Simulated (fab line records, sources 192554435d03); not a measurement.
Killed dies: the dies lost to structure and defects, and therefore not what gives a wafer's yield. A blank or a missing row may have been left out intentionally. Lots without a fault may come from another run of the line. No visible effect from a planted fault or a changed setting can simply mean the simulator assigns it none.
Chamber matching ; flow n5Finfet ; N5_BEOL_M14_VIA_ETCH_16 on rieDiel-03 has 4 sister chambers
The step etches SiO2 in C4F8/O2/Ar, target depth 1231.3 nm. 7 wafers are shown with their chamber, then 7 later ones without.

## WAFERS, EACH WITH ITS CHAMBER
wafer;chamber;drypumpMotorCurrentA (A);throttleValvePct (%)
L075.3;2;6.0;31.5
L085.5;1;6.6;30.6
L090.3;3;5.5;31.1
L090.5;0;5.3;30.9
L090.6;3;5.5;31.1
L092.2;1;6.6;30.6
L092.4;0;5.4;31.0

## WAFERS MISSING THEIR CHAMBER
wafer;drypumpMotorCurrentA (A);throttleValvePct (%)
L092.6;5.4;31.0
L094.1;6.6;30.6
L094.2;6.0;31.4
L094.6;5.5;31.1
L097.1;5.5;31.1
L097.2;6.6;30.6
L097.3;6.0;31.4

## WHICH CHAMBER EACH WENT THROUGH
wafer;from the rows above;in truth
L092.6;can't be placed: 0 or 3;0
L094.1;1;1
L094.2;2;2
L094.6;3;3
L097.1;3;3
L097.2;1;1
L097.3;2;2
Placed correctly: 6 of 7. From these rows, 1 cannot be placed; in 1 the true chamber is one of the candidates. 0 placed wrongly.
How it was worked out, from the rows above alone: a wafer's distance from a chamber is the root of the sum, over the readings, of the square of ((its reading less the chamber's mean) divided by the reading's scatter). The wafer belongs to the nearest chamber; if the next one is less than 2 further off, it can't be placed. A chamber's mean is the mean of its shown wafers. The scatter is the square root of a quotient: the sum, over the shown wafers, of each reading's squared deviation from its chamber's mean, divided by wafers minus chambers.
